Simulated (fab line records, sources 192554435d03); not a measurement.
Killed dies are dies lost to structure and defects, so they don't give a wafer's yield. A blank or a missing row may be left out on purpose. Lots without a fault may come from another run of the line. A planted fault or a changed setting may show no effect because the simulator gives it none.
Chamber matching | flow n5_finfet | N5_BEOL_M11_CURE_71 on uv_cure-01: 3 sister chambers
The step cures SiCOH lowk, time 240 s. 3 wafers are shown with their chamber, then 11 later ones without.

WAFERS WITH THEIR CHAMBER
wafer  | chamber | wafer_temp_C_max
L076.6 | 0       | 386.8
L080.5 | 2       | 386.3
L087.2 | 1       | 387.3

WAFERS WITHOUT THEIR CHAMBER
wafer  | wafer_temp_C_max
L087.3 | 386.8
L087.6 | 386.5
L090.1 | 386.6
L090.2 | 386.1
L090.6 | 386.2
L092.3 | 386.6
L092.4 | 387.0
L092.6 | 387.4
L095.2 | 386.2
L095.5 | 386.4
L095.6 | 387.1

WHICH CHAMBER EACH WENT THROUGH
wafer  | from the rows above     | in truth
L087.3 | 0                       | 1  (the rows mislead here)
L087.6 | can't be placed: 2 or 0 | 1
L090.1 | can't be placed: 0 or 2 | 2
L090.2 | 2                       | 2
L090.6 | 2                       | 2
L092.3 | can't be placed: 0 or 2 | 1
L092.4 | can't be placed: 0 or 1 | 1
L092.6 | 1                       | 1
L095.2 | 2                       | 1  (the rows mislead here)
L095.5 | can't be placed: 2 or 0 | 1
L095.6 | can't be placed: 1 or 0 | 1
Placed correctly: 3 of 11. Can't be placed from these rows: 6 (the true chamber is among the candidates in 3). Placed wrongly: 2.
How it was worked out, from the rows above alone: a wafer's distance from a chamber is the root of the sum, over the readings, of the square of ((its reading less the chamber's mean) divided by the reading's scatter). The wafer belongs to the nearest chamber; if the next one is less than 2 further off, it can't be placed. A chamber's mean is the mean of its shown wafers. The scatter: with one shown wafer a chamber, the root of the mean of the squares of how far each hidden wafer lies from its nearest shown one.
